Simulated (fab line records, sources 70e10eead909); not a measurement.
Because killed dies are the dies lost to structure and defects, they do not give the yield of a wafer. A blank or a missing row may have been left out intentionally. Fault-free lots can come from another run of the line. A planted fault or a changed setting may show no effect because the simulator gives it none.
The tool behind it: which one? / flow nand-harc / 39 wafers from 13 lots sampled at 4 of the route's 1159 steps

## WHAT EACH GAUGE READ, for each wafer
No reading from a measuring or inspecting step in the record can be judged against a usual standard deviation.

## WHAT TOOL EACH LOT RAN ON (gives the tool, then ch and the chambers of the sampled wafers, and finally the start)
lot=L510; NHARC_A_CONTACT_ETCH_115=har-cap-etch-03 ch 0,1, day 16 21:41; NHARC_A_CONTACT_ETCH_116=har-cap-etch-03 ch 0,1, day 16 21:46; NHARC_A_CONTACT_ETCH_122=har-cap-etch-03 ch 0,1, day 16 22:19; NHARC_A_CONTACT_ETCH_90=rie-diel-06 ch 2,3, day 16 23:00
lot=L512; NHARC_A_CONTACT_ETCH_115=har-cap-etch-02 ch 0,1, day 16 21:56; NHARC_A_CONTACT_ETCH_116=har-cap-etch-02 ch 0,1, day 16 22:02; NHARC_A_CONTACT_ETCH_122=har-cap-etch-02 ch 0,1, day 16 22:35; NHARC_A_CONTACT_ETCH_90=rie-diel-06 ch 1,2,3, day 16 23:17
lot=L513; NHARC_A_CONTACT_ETCH_115=har-cap-etch-01 ch 0,1, day 17 08:20; NHARC_A_CONTACT_ETCH_116=har-cap-etch-01 ch 0,1, day 17 08:25; NHARC_A_CONTACT_ETCH_122=har-cap-etch-01 ch 0,1, day 17 08:58; NHARC_A_CONTACT_ETCH_90=rie-diel-06 ch 0,2, day 17 09:41
lot=L514; NHARC_A_CONTACT_ETCH_115=har-cap-etch-01 ch 0,1, day 17 14:53; NHARC_A_CONTACT_ETCH_116=har-cap-etch-01 ch 0,1, day 17 14:58; NHARC_A_CONTACT_ETCH_122=har-cap-etch-01 ch 0,1, day 17 15:31; NHARC_A_CONTACT_ETCH_90=rie-diel-10 ch 0,2, day 17 16:13
lot=L519; NHARC_A_CONTACT_ETCH_115=har-cap-etch-01 ch 0,1, day 19 07:26; NHARC_A_CONTACT_ETCH_116=har-cap-etch-01 ch 0,1, day 19 07:35; NHARC_A_CONTACT_ETCH_122=har-cap-etch-01 ch 0,1, day 19 08:33; NHARC_A_CONTACT_ETCH_90=rie-diel-06 ch 1,2, day 19 09:21
lot=L522; NHARC_A_CONTACT_ETCH_115=har-cap-etch-01 ch 0,1, day 19 15:51; NHARC_A_CONTACT_ETCH_116=har-cap-etch-01 ch 0,1, day 19 15:56; NHARC_A_CONTACT_ETCH_122=har-cap-etch-01 ch 0,1, day 19 16:29; NHARC_A_CONTACT_ETCH_90=rie-diel-03 ch 0,2, day 19 17:10
lot=L521; NHARC_A_CONTACT_ETCH_115=har-cap-etch-02 ch 0,1, day 19 16:38; NHARC_A_CONTACT_ETCH_116=har-cap-etch-02 ch 0,1, day 19 16:43; NHARC_A_CONTACT_ETCH_122=har-cap-etch-02 ch 0,1, day 19 17:16; NHARC_A_CONTACT_ETCH_90=rie-diel-06 ch 0,1,2, day 19 18:02
lot=L525; NHARC_A_CONTACT_ETCH_115=har-cap-etch-03 ch 0,1, day 20 14:53; NHARC_A_CONTACT_ETCH_116=har-cap-etch-03 ch 0,1, day 20 14:58; NHARC_A_CONTACT_ETCH_122=har-cap-etch-03 ch 0,1, day 20 15:31; NHARC_A_CONTACT_ETCH_90=rie-diel-03 ch 0,1,3, day 20 16:12
lot=L526; NHARC_A_CONTACT_ETCH_115=har-cap-etch-02 ch 0,1, day 20 20:53; NHARC_A_CONTACT_ETCH_116=har-cap-etch-02 ch 0,1, day 20 20:59; NHARC_A_CONTACT_ETCH_122=har-cap-etch-02 ch 0,1, day 20 21:31; NHARC_A_CONTACT_ETCH_90=rie-diel-03 ch 0,2,3, day 20 22:16
lot=L528; NHARC_A_CONTACT_ETCH_115=har-cap-etch-01 ch 0,1, day 21 02:58; NHARC_A_CONTACT_ETCH_116=har-cap-etch-01 ch 0,1, day 21 03:04; NHARC_A_CONTACT_ETCH_122=har-cap-etch-01 ch 0,1, day 21 03:36; NHARC_A_CONTACT_ETCH_90=rie-diel-03 ch 0,2,3, day 21 04:19
lot=L531; NHARC_A_CONTACT_ETCH_115=har-cap-etch-01 ch 0,1, day 21 18:17; NHARC_A_CONTACT_ETCH_116=har-cap-etch-01 ch 0,1, day 21 18:23; NHARC_A_CONTACT_ETCH_122=har-cap-etch-01 ch 0,1, day 21 18:56; NHARC_A_CONTACT_ETCH_90=rie-diel-10 ch 0,1, day 21 19:35
lot=L530; NHARC_A_CONTACT_ETCH_115=har-cap-etch-03 ch 0,1, day 21 22:41; NHARC_A_CONTACT_ETCH_116=har-cap-etch-03 ch 0,1, day 21 22:46; NHARC_A_CONTACT_ETCH_122=har-cap-etch-03 ch 0,1, day 21 23:19; NHARC_A_CONTACT_ETCH_90=rie-diel-03 ch 0,2,3, day 22 00:01
lot=L529; NHARC_A_CONTACT_ETCH_115=har-cap-etch-01 ch 0,1, day 21 22:51; NHARC_A_CONTACT_ETCH_116=har-cap-etch-01 ch 0,1, day 21 22:56; NHARC_A_CONTACT_ETCH_122=har-cap-etch-01 ch 0,1, day 21 23:29; NHARC_A_CONTACT_ETCH_90=rie-diel-03 ch 1,2,3, day 22 00:10
- NHARC_A_CONTACT_ETCH_115: etches the open film in C4F8/O2/Ar, time 94 s, target depth 922 nm.
- NHARC_A_CONTACT_ETCH_116: etches the open film in C4F8/O2/Ar, time 94 s, target depth 922 nm.
- NHARC_A_CONTACT_ETCH_122: etches the open film in C4F8/O2/Ar, time 95 s, target depth 930 nm.
- NHARC_A_CONTACT_ETCH_90: etches the open film in CH3F/O2, target depth 40 nm, time 85.7 s.

## AS READ BY THE TOOLS THEMSELVES (means over the sampled wafers that have a number; for cases with no such wafer, the mark the record gives instead)
NHARC_A_CONTACT_ETCH_90. Usual: drypump-motor-current-A 5.9 A, standard deviation 0.37; oes-product-au 0.96 a.u., standard deviation 0.037; rf-vpp-V 244.3 V, standard deviation 1.5; run-length-s 107.1 s, standard deviation 0.48; showerhead-plenum-p-Torr 2.45 Torr, standard deviation 0.081; throttle-valve-pct 20.664 %, standard deviation 0.0087.
lot=L510; tool=rie-diel-06; drypump-motor-current-A (A)=5.7; oes-product-au (a.u.)=0.93; rf-vpp-V (V)=244.4; run-length-s (s)=107.0; showerhead-plenum-p-Torr (Torr)=2.42; throttle-valve-pct (%)=20.658; flag=
lot=L512; tool=rie-diel-06; drypump-motor-current-A (A)=5.7; oes-product-au (a.u.)=0.92; rf-vpp-V (V)=244.4; run-length-s (s)=106.9; showerhead-plenum-p-Torr (Torr)=2.44; throttle-valve-pct (%)=20.657; flag=
lot=L513; tool=rie-diel-06; drypump-motor-current-A (A)=5.9; oes-product-au (a.u.)=0.92; rf-vpp-V (V)=244.1; run-length-s (s)=107.0; showerhead-plenum-p-Torr (Torr)=2.45; throttle-valve-pct (%)=20.662; flag=
lot=L514; tool=rie-diel-10; drypump-motor-current-A (A)=6.0; oes-product-au (a.u.)=0.94; rf-vpp-V (V)=245.4; run-length-s (s)=107.4; showerhead-plenum-p-Torr (Torr)=2.51; throttle-valve-pct (%)=20.664; flag=
lot=L519; tool=rie-diel-06; drypump-motor-current-A (A)=5.5; oes-product-au (a.u.)=0.92; rf-vpp-V (V)=243.3; run-length-s (s)=73.9; showerhead-plenum-p-Torr (Torr)=2.39; throttle-valve-pct (%)=20.661; flag=OFF
lot=L522; tool=rie-diel-03; drypump-motor-current-A (A)=6.1; oes-product-au (a.u.)=1.00; rf-vpp-V (V)=244.8; run-length-s (s)=107.0; showerhead-plenum-p-Torr (Torr)=2.47; throttle-valve-pct (%)=20.673; flag=
lot=L521; tool=rie-diel-06; drypump-motor-current-A (A)=5.8; oes-product-au (a.u.)=0.99; rf-vpp-V (V)=243.7; run-length-s (s)=73.5; showerhead-plenum-p-Torr (Torr)=2.43; throttle-valve-pct (%)=20.670; flag=OFF
lot=L525; tool=rie-diel-03; drypump-motor-current-A (A)=6.0; oes-product-au (a.u.)=1.01; rf-vpp-V (V)=243.3; run-length-s (s)=107.2; showerhead-plenum-p-Torr (Torr)=2.40; throttle-valve-pct (%)=20.664; flag=
lot=L526; tool=rie-diel-03; drypump-motor-current-A (A)=5.9; oes-product-au (a.u.)=0.93; rf-vpp-V (V)=245.0; run-length-s (s)=107.2; showerhead-plenum-p-Torr (Torr)=2.49; throttle-valve-pct (%)=20.663; flag=
lot=L528; tool=rie-diel-03; drypump-motor-current-A (A)=5.9; oes-product-au (a.u.)=0.93; rf-vpp-V (V)=244.8; run-length-s (s)=107.2; showerhead-plenum-p-Torr (Torr)=2.49; throttle-valve-pct (%)=20.671; flag=
lot=L531; tool=rie-diel-10; drypump-motor-current-A (A)=5.9; oes-product-au (a.u.)=0.93; rf-vpp-V (V)=243.4; run-length-s (s)=106.7; showerhead-plenum-p-Torr (Torr)=2.45; throttle-valve-pct (%)=20.658; flag=
lot=L530; tool=rie-diel-03; drypump-motor-current-A (A)=5.9; oes-product-au (a.u.)=1.00; rf-vpp-V (V)=245.6; run-length-s (s)=107.5; showerhead-plenum-p-Torr (Torr)=2.49; throttle-valve-pct (%)=20.667; flag=
lot=L529; tool=rie-diel-03; drypump-motor-current-A (A)=5.7; oes-product-au (a.u.)=1.00; rf-vpp-V (V)=245.1; run-length-s (s)=107.0; showerhead-plenum-p-Torr (Torr)=2.47; throttle-valve-pct (%)=20.662; flag=

## THE ANSWER, worked out from the rows above alone
Rule: a lot is off if the mean of its wafers that have a number lies more than 3 standard deviations from the usual mean. Also off: a lot with no number at a reading for which 4 or more lots have one. All remaining lots with rows at the step are treated as sound. Order of review: gauges by route order, followed by the tools' own readings, for which a lot's mean as printed above is used. At the first step where some lot is off, the reading lying furthest off is the one used; lots without a number count as furthest.
Off, at NHARC_A_CONTACT_ETCH_90 on run-length-s: L519, L521.
A tool fits if, at that step or a process step before it, it ran every lot that is off, and no sound lot after the first of them. One candidate fits, namely rie-diel-06 at NHARC_A_CONTACT_ETCH_90. Its last sound lot is L513 (day 17 09:41), its first lot that is off L519 (day 19 09:21): a fault that began between those two fits.
On the lots that are off, the tool's own readings at NHARC_A_CONTACT_ETCH_90 differ by more than 5 times the standard deviation of the sound lots' means, which bears it out; run-length-s reads 73.7 s there versus 107.1 s on the sound lots.

## WHAT HAD BEEN PUT IN BY THE SIMULATOR
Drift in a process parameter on rie-diel-06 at NHARC_A_CONTACT_ETCH_90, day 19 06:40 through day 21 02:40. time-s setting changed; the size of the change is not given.
Struck lots among those shown: L519, L521. The rule above found the same.
